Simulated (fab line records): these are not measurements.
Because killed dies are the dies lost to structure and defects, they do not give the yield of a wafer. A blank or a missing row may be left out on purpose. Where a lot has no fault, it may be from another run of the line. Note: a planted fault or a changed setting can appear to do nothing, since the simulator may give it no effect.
Which tool was responsible? | flow nand_harc | 12 lots, 36 wafers sampled, at 5 steps of a route of 1302

WHAT THE GAUGES READ, wafer by wafer
NHARC_HYBRID_BOND_OVL_MEAS_05. Usual: overlay_x_nm 4 nm, standard deviation 33; overlay_y_nm 1 nm, standard deviation 33.
lot  | measured     | on         | overlay_x_nm (nm) | overlay_y_nm (nm) | flag
L689 | day 23 09:11 | overlay-01 | 12 86 -11         | 55 -5 36          |
L691 | day 23 17:34 | overlay-01 | 28 -13 61         | -6 -36 -1         |
L693 | day 24 16:22 | overlay-01 | -26 62 15         | -13 -37 -4        |
L696 | day 26 15:26 | overlay-02 | 9 51 27           | 13 26 -83         |
L695 | day 27 05:01 | overlay-01 | 7 -13 37          | -24 33 17         |
L698 | day 27 09:50 | overlay-02 | -10 -29 30        | -20 -51 -13       |
L697 | day 27 09:50 | overlay-01 | -24 11 80         | -37 -7 16         |
L699 | day 27 19:59 | overlay-02 | -67 -7 -5         | 78 -53 21         |
L703 | day 29 13:01 | overlay-02 | -20 68 8          | 41 55 52          |
L707 | day 31 01:11 | overlay-01 | 47 -1 25          | 40 3 -34          |
L708 | day 31 16:13 | overlay-01 | -9 6 -12          | -16 -40 -4        |
L710 | day 32 23:32 | overlay-02 | 32 -6 -11         | -2 34 22          |

NHARC_END_SORT_01. Usual: defect_limited_yield 91.6 %, standard deviation 2.5; killed_at_array 52, standard deviation 18; killed_at_other 1.2, standard deviation 1.5; killed_at_periphery 4, standard deviation 3.2; killed_dies 57, standard deviation 17; killed_open 3.1, standard deviation 1.9; killed_short 2.5, standard deviation 1.7; sort_bin_2_pct 3.0 %, standard deviation 1.1; sort_bin_3_pct 0.6 %, standard deviation 0.36; sort_bin_4_pct 4.9 %, standard deviation 1.5; sort_n_pass 620, standard deviation 17; sort_rim_yield_pct 91 %, standard deviation 3.8; sort_yield_pct 91.6 %, standard deviation 2.5.
lot  | measured     | on        | defect_limited_yield (%) | killed_at_array | killed_at_other | killed_at_periphery | killed_dies | killed_open | killed_short | sort_bin_2_pct (%) | sort_bin_3_pct (%) | sort_bin_4_pct (%) | sort_n_pass | sort_rim_yield_pct (%) | sort_yield_pct (%) | flag
L698 | day 28 07:37 | prober-02 | 0 0 0                    | 96 72 60        | 580 603 615     | 1 2 2               | 677 677 677 | 0 2 1       | 0 1 2        | 91.3 92.9 94.8     | 0.9 0.6 0.4        | 7.8 6.5 4.7        | 0 0 0       | 0 0 0                  | 0 0 0              | OFF
L697 | day 28 08:51 | prober-01 | 0 0 0                    | 45 33 39        | 627 639 629     | 5 5 9               | 677 677 677 | 2 1 3       | 0 4 4        | 94.8 96.2 95.4     | 0.9 0.9 0.3        | 4.3 3.0 4.3        | 0 0 0       | 0 0 0                  | 0 0 0              | OFF
L699 | day 28 17:08 | prober-02 | 0 0 0                    | 32 55 32        | 642 619 643     | 3 3 2               | 677 677 677 | 2 2 3       | 0 4 1        | 96.2 94.4 96.9     | 0.6 0.1 0.1        | 3.2 5.5 3.0        | 0 0 0       | 0 0 0                  | 0 0 0              | OFF

WHAT TOOL EACH LOT RAN ON (gives the tool, then ch and the chambers of the sampled wafers, and finally the start)
lot  | NHARC_A_BONDPAD_DEGAS_25     | NHARC_A_BONDPAD_PRE_CLEAN_26            | NHARC_THIN_TSV_ETCHBACK_48
L689 | pvd_sputter-01, day 22 23:18 | pvd_sputter-01, day 23 09:11 or earlier | rie_diel-04 ch 0,3, day 23 15:24
L691 | pvd_sputter-02, day 23 06:34 | pvd_sputter-02, day 23 17:34 or earlier | rie_diel-05 ch 1,2,3, day 23 22:31
L693 | pvd_sputter-03, day 24 06:06 | pvd_sputter-03, day 24 16:22 or earlier | rie_diel-01 ch 1,2,3, day 24 22:38
L696 | pvd_sputter-03, day 26 03:46 | pvd_sputter-03, day 26 15:26 or earlier | rie_diel-04 ch 0,1, day 26 20:26
L695 | pvd_sputter-01, day 26 16:15 | pvd_sputter-01, day 27 05:01 or earlier | rie_diel-05 ch 0,1,2, day 27 10:02
L698 | pvd_sputter-02, day 26 22:41 | pvd_sputter-02, day 27 09:50 or earlier | rie_diel-04 ch 0,1,3, day 27 15:57
L697 | pvd_sputter-01, day 27 00:59 | pvd_sputter-01, day 27 09:50 or earlier | rie_diel-01 ch 0,1,2, day 27 14:46
L699 | pvd_sputter-02, day 27 04:16 | pvd_sputter-02, day 27 19:59 or earlier | rie_diel-04 ch 1,2,3, day 28 00:59
L703 | pvd_sputter-01, day 29 01:41 | pvd_sputter-01, day 29 13:01 or earlier | rie_diel-04 ch 0,2,3, day 29 18:23
L707 | pvd_sputter-02, day 30 14:05 | pvd_sputter-02, day 31 01:11 or earlier | rie_diel-05 ch 1,2, day 31 06:16
L708 | pvd_sputter-03, day 31 02:37 | pvd_sputter-03, day 31 16:13 or earlier | rie_diel-04 ch 0,1,3, day 31 21:19
L710 | pvd_sputter-03, day 32 14:47 | pvd_sputter-03, day 32 23:32 or earlier | rie_diel-01 ch 1,2, day 33 06:47
- NHARC_A_BONDPAD_DEGAS_25: time 60 s.
- NHARC_A_BONDPAD_PRE_CLEAN_26: time 30 s.
- NHARC_THIN_TSV_ETCHBACK_48: etches the open film in C4F8/Ar, target depth 1028.5 nm, time 405.17 s.

AS READ BY THE TOOLS THEMSELVES (means over the sampled wafers that have a number; for cases with no such wafer, the mark the record gives instead)
NHARC_A_BONDPAD_DEGAS_25. Usual: 466 W for heater_power_w, sd 51.
lot  | tool           | heater_power_w (W) | flag
L689 | pvd_sputter-01 | 505                |
L691 | pvd_sputter-02 | 422                |
L693 | pvd_sputter-03 | 423                |
L696 | pvd_sputter-03 | 472                |
L695 | pvd_sputter-01 | 501                |
L698 | pvd_sputter-02 | 466                |
L697 | pvd_sputter-01 | 541                |
L699 | pvd_sputter-02 | 475                |
L703 | pvd_sputter-01 | 513                |
L707 | pvd_sputter-02 | 421                |
L708 | pvd_sputter-03 | 459                |
L710 | pvd_sputter-03 | 439                |

NHARC_A_BONDPAD_PRE_CLEAN_26. Usual: 408 W for heater_power_w, sd 44.
lot  | tool           | heater_power_w (W) | flag
L689 | pvd_sputter-01 | 456                |
L691 | pvd_sputter-02 | 401                |
L693 | pvd_sputter-03 | 370                |
L696 | pvd_sputter-03 | 375                |
L695 | pvd_sputter-01 | 445                |
L698 | pvd_sputter-02 | 404                |
L697 | pvd_sputter-01 | 426                |
L699 | pvd_sputter-02 | 383                |
L703 | pvd_sputter-01 | 424                |
L707 | pvd_sputter-02 | 352                |
L708 | pvd_sputter-03 | 405                |
L710 | pvd_sputter-03 | 380                |

NHARC_THIN_TSV_ETCHBACK_48. Usual: bias_w 300.0 W, standard deviation 0.91; chamber_pressure_mTorr 24.999 mTorr, standard deviation 0.024; oes_product_au 0.95 a.u., standard deviation 0.033; rf_vpp_V 547.5 V, standard deviation 2.6.
lot  | tool        | bias_w (W) | chamber_pressure_mTorr (mTorr) | oes_product_au (a.u.) | rf_vpp_V (V) | flag
L689 | rie_diel-04 | 299.3      | 25.006                         | 0.98                  | 549.7        |
L691 | rie_diel-05 | 300.2      | 25.012                         | 0.92                  | 548.2        |
L693 | rie_diel-01 | 299.9      | 25.018                         | 0.96                  | 545.4        |
L696 | rie_diel-04 | 299.4      | 24.995                         | 0.94                  | 551.6        |
L695 | rie_diel-05 | 299.9      | 24.979                         | 1.00                  | 547.9        |
L698 | rie_diel-04 | -          | -                              | -                     | -            | OFF
L697 | rie_diel-01 | -          | -                              | -                     | -            | OFF
L699 | rie_diel-04 | -          | -                              | -                     | -            | OFF
L703 | rie_diel-04 | 300.3      | 24.969                         | 0.92                  | 548.8        |
L707 | rie_diel-05 | 298.7      | 25.014                         | 1.01                  | 548.5        |
L708 | rie_diel-04 | 300.9      | 24.998                         | 0.97                  | 549.2        |
L710 | rie_diel-01 | 300.2      | 25.009                         | 0.93                  | 546.8        |

THE ANSWER, worked out from the rows above alone
Rule: a lot counts as off when the mean over its wafers that have a number is more than 3 standard deviations away from the usual mean. A lot without any number at a reading at which 4 lots or more have one is off too. All remaining lots with rows at the step are treated as sound. After the gauges, taken in route order, come the tools' own readings; for these a lot's mean is taken, as printed above. The first step at which some lot is off is used, and at that step the reading that is off furthest; a lot without a number counts as furthest.
Off: L698, L697, L699 (NHARC_END_SORT_01, killed_at_other). Neither off nor sound, because the step has no rows for them: L689, L691, L693, L696, L695, L703, L707, L708, L710.
If a tool, at a process step before that reading, ran all the lots that are off and no sound lot after the first of them, it fits. Not tried: the gauges at NHARC_END_SORT_01; whatever is off there is also off at NHARC_THIN_TSV_ETCHBACK_48, on other tools, and gauge error can't account for it. Because NHARC_A_BONDPAD_PRE_CLEAN_26 lacks a start for some lots, the hours and order of its lots are taken from NHARC_HYBRID_BOND_OVL_MEAS_05. Not one of the candidates tried fits.

WHAT THE SIMULATOR PUT IN
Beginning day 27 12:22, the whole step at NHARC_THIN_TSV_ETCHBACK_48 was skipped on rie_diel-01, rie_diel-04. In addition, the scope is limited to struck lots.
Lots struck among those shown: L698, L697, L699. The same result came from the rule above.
